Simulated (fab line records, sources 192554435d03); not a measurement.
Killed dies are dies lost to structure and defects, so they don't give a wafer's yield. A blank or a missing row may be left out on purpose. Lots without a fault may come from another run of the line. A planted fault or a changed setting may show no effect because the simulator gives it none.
Split-lot experiment | flow n5_finfet | 7 lots, 39 wafers read, on a route of 1938 steps

THE SPLIT
At N5_MOL_CONTACT_COAG_ETCH_91 (etches SOC in N2/H2, target depth 60 nm, overetch 21 nm, time 101.2 s), the setting source_w was moved away from the recipe's 840 W on 15 of the 39 wafers read, by +6.2% to +17.3%. The other wafers ran this setting at the recipe's value.

The reading is taken at the split's own step.

THE READING
rf_vpp_V, in V, at N5_MOL_CONTACT_COAG_ETCH_91 (etches SOC in N2/H2, target depth 60 nm, overetch 21 nm, time 101.2 s). Fault-free wafers of this fab line usually give 525.3 V, standard deviation 2.4 V.

wafer  | tool, chamber at the split | source_w as run, W | against the recipe | rf_vpp_V, V | against lot-mates on the recipe
L081.1 | rie_diel-06, 1             | 979.7              | +16.6%             | 495.9       | -28.7
L081.2 | rie_diel-06, 2             | 840                | recipe             | 526.0       | -
L081.3 | rie_diel-06, 0             | 979.7              | +16.6%             | 503.1       | -21.5
L081.4 | rie_diel-06, 2             | 979.7              | +16.6%             | 498.6       | -26.0
L081.5 | rie_diel-06, 0             | 840                | recipe             | 528.4       | -
L081.6 | rie_diel-06, 1             | 840                | recipe             | 519.5       | -
L085.1 | rie_diel-03, 2             | 840                | recipe             | 528.1       | -
L085.2 | rie_diel-03, 0             | 840                | recipe             | 525.5       | -
L085.5 | rie_diel-03, 2             | 840                | recipe             | 529.6       | -
L086.1 | rie_diel-02, 0             | 840                | recipe             | 521.6       | -
L086.2 | rie_diel-02, 1             | 953.7              | +13.5%             | 504.9       | -18.4
L086.3 | rie_diel-02, 3             | 840                | recipe             | 524.4       | -
L086.4 | rie_diel-02, 2             | 953.7              | +13.5%             | 502.7       | -20.6
L086.5 | rie_diel-02, 3             | 953.7              | +13.5%             | 503.5       | -19.8
L086.6 | rie_diel-02, 0             | 840                | recipe             | 524.0       | -
L087.1 | rie_diel-06, 1             | 840                | recipe             | 522.1       | -
L087.2 | rie_diel-06, 3             | 840                | recipe             | 527.8       | -
L087.3 | rie_diel-06, 0             | 840                | recipe             | 527.9       | -
L087.4 | rie_diel-06, 2             | 840                | recipe             | 526.3       | -
L087.5 | rie_diel-06, 0             | 840                | recipe             | 528.4       | -
L087.6 | rie_diel-06, 3             | 840                | recipe             | 527.3       | -
L089.1 | rie_diel-03, 3             | 891.9              | +6.2%              | 515.4       | -11.2
L089.2 | rie_diel-03, 0             | 891.9              | +6.2%              | 512.7       | -13.9
L089.3 | rie_diel-03, 2             | 891.9              | +6.2%              | 516.2       | -10.4
L089.4 | rie_diel-03, 0             | 840                | recipe             | 525.5       | -
L089.5 | rie_diel-03, 3             | 840                | recipe             | 525.8       | -
L089.6 | rie_diel-03, 2             | 840                | recipe             | 528.4       | -
L095.1 | rie_diel-02, 1             | 928.5              | +10.5%             | 508.6       | -13.8
L095.2 | rie_diel-02, 0             | 840                | recipe             | 521.2       | -
L095.3 | rie_diel-02, 3             | 840                | recipe             | 524.3       | -
L095.4 | rie_diel-02, 3             | 928.5              | +10.5%             | 506.3       | -16.1
L095.5 | rie_diel-02, 1             | 928.5              | +10.5%             | 508.5       | -13.9
L095.6 | rie_diel-02, 0             | 840                | recipe             | 521.6       | -
L096.1 | rie_diel-03, 3             | 840                | recipe             | 524.9       | -
L096.2 | rie_diel-03, 0             | 840                | recipe             | 524.0       | -
L096.3 | rie_diel-03, 1             | 985.5              | +17.3%             | 499.8       | -24.8
L096.4 | rie_diel-03, 2             | 985.5              | +17.3%             | 500.1       | -24.5
L096.5 | rie_diel-03, 0             | 985.5              | +17.3%             | 497.5       | -27.1
L096.6 | rie_diel-03, 3             | 840                | recipe             | 524.9       | -

THE FIT
A straight line over all 39 wafers: rf_vpp_V changes by -1.57 V for each +1% of source_w; r = -0.98; the points scatter about the line by 2.4 V.
The same after taking each lot's own level away (the mean of its wafers on the recipe; 39 wafers): -1.48 V for each +1%; r = -0.98; scatter 2.1 V.
On that fit, the largest move of source_w shifts the reading by 26 V.
The lots' own levels span 522.37 to 527.73 V, that is 2.2 times the standard deviation above.
So the lot-to-lot level changes the slope little: the two slopes agree.
Check: with one of the wafers moved furthest among these (+17.3%) left out of the fit, the line predicts -25.9 V for it against its lot-mates. It came out at -24.8 V against them.
Tool readings at the split's step, against how far the setting was moved: rf_vpp_V r = -0.98.

OTHER SPLITS ON THESE WAFERS
These wafers also went through other splits before the reading. Each is held against what the fit with the lots' levels taken away leaves over:
other split on the same wafers             | wafers away from the commonest value | r with rf_vpp_V (lot level and that fit taken away)
N5_SD_EPI_P_EPI_21 epi_growth_time_s       | 12                                   | +0.04
N5_MOL_CONTACT_COAG_ETCH_106 source_w      | 18                                   | -0.02
N5_MOL_CONTACT_COAG_IMPLANT_129 energy_kev | 12                                   | +0.21

THE FILE'S OWN FIT
rf_vpp_V changes by -1.49 V for each +1% of source_w, r = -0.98.
